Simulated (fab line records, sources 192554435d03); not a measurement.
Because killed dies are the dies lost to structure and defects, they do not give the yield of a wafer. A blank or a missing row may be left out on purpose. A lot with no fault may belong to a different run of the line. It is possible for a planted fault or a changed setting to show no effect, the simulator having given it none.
The tool behind it: which one? | flow n5 finfet | 11 lots with 33 wafers sampled at 2 steps, on a route of 1938 steps

## WHAT THE GAUGES SHOWED, per wafer
N5_BEOL_M15_THK_MEAS_50: measures by xrf. Usual: M15_THK typically reads 872 nm, with standard deviation 21.
lot  | measured     | on            | M15_THK (nm) | flag
L744 | day 12 06:31 | film metro-02 | 893 855 892  |
L746 | day 12 11:22 | film metro-02 | 858 854 844  |
L748 | day 13 00:11 | film metro-01 | 896 870 859  |
L749 | day 12 20:55 | film metro-02 | 900 879 898  |
L750 | day 13 04:41 | film metro-01 | 908 903 862  |
L752 | day 14 03:43 | film metro-02 | 843 851 842  |
L753 | day 14 15:04 | film metro-02 | 864 837 862  |
L762 | day 16 14:45 | film metro-02 | 888 891 871  |
L765 | day 17 03:44 | film metro-01 | 901 894 882  |
L767 | day 17 08:59 | film metro-02 | 891 893 883  |
L761 | day 18 03:26 | film metro-01 | 852 853 860  |

## TOOL THAT RAN EACH LOT (tool first, then ch and the chambers of the sampled wafers, then the start)
lot  | N5_BEOL_M2_CVD_47
L744 | cvd co-02 ch 0,2, day 7 01:59
L746 | cvd co-02 ch 1,2, day 7 11:04
L748 | cvd co-02 ch 0,2, day 7 15:55
L749 | cvd co-01 ch 0,1, day 7 22:25
L750 | cvd co-01 ch 1,2, day 8 01:25
L752 | cvd co-01 ch 1,2, day 9 07:12
L753 | cvd co-01 ch 1,2, day 9 11:09
L762 | cvd co-02 ch 0,1,2, day 11 11:00
L765 | cvd co-01 ch 0,2, day 12 02:51
L767 | cvd co-01 ch 0,2, day 12 20:08
L761 | cvd co-01 ch 1,2, day 12 22:54
- N5_BEOL_M2_CVD_47: deposits Co from CCTBA/H2, target thk 3 nm, time 223.8 s.

## WHAT THE TOOLS THEMSELVES READ (means of the sampled wafers that have a number; where no wafer has one, the mark that the record gives instead)
The record holds no such reading with a usual standard deviation.

## THE ANSWER, worked out from the rows above alone
Rule: a lot is off if the mean of its wafers that have a number lies more than 3 standard deviations from the usual mean. Also off: a lot with no number at a reading for which 4 or more lots have one. Any other lot the step has rows for is counted as sound. Order of review: gauges by route order, followed by the tools' own readings, for which a lot's mean as printed above is used. At the first step where some lot is off, the reading lying furthest off is the one used; lots without a number count as furthest.
None of the lots is off at any reading shown; this tells nothing.

## WHAT THE SIMULATOR HAD INSERTED
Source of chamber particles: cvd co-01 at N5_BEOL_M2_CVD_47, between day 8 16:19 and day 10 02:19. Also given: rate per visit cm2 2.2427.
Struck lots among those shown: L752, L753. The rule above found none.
